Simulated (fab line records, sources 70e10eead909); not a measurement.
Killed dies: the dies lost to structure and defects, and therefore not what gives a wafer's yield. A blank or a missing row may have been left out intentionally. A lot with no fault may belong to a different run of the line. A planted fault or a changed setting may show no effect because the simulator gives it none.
Matching of chambers -- flow nand harc -- NHARC_P_M1_PRE_CLEAN_32 on pecvd-01 has 3 sister chambers
The step time 12 s. 3 wafers are shown with their chamber, then 7 later ones without.

== WAFERS PAIRED WITH THEIR CHAMBERS ==
wafer,chamber,heater power w (W)
L086.6,2,692
L089.2,1,657
L089.3,0,647

== WAFERS WITHOUT THEIR CHAMBER ==
wafer,heater power w (W)
L089.6,652
L091.1,658
L091.3,691
L091.4,667
L097.3,599
L097.4,714
L097.6,612

== CHAMBER TAKEN BY EACH ==
wafer,from the rows above,in truth
L089.6,can't be placed: 0 or 1 or 2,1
L091.1,can't be placed: 1 or 0 or 2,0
L091.3,can't be placed: 2 or 1 or 0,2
L091.4,can't be placed: 1 or 0 or 2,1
L097.3,can't be placed: 0 or 1 or 2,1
L097.4,can't be placed: 2 or 1 or 0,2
L097.6,can't be placed: 0 or 1 or 2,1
Placed correctly: 0 of 7. Unplaceable from these rows: 7, with the true chamber sitting among the candidates in 7. Wrongly placed: 0.
How it was worked out, from the rows above alone: a wafer's distance from a chamber is the root of the sum, over the readings, of the square of ((its reading less the chamber's mean) divided by the reading's scatter). The wafer belongs to the nearest chamber; if the next one is less than 2 further off, it can't be placed. A chamber's mean is the mean of its shown wafers. The scatter: with one shown wafer a chamber, the root of the mean of the squares of how far each hidden wafer lies from its nearest shown one.
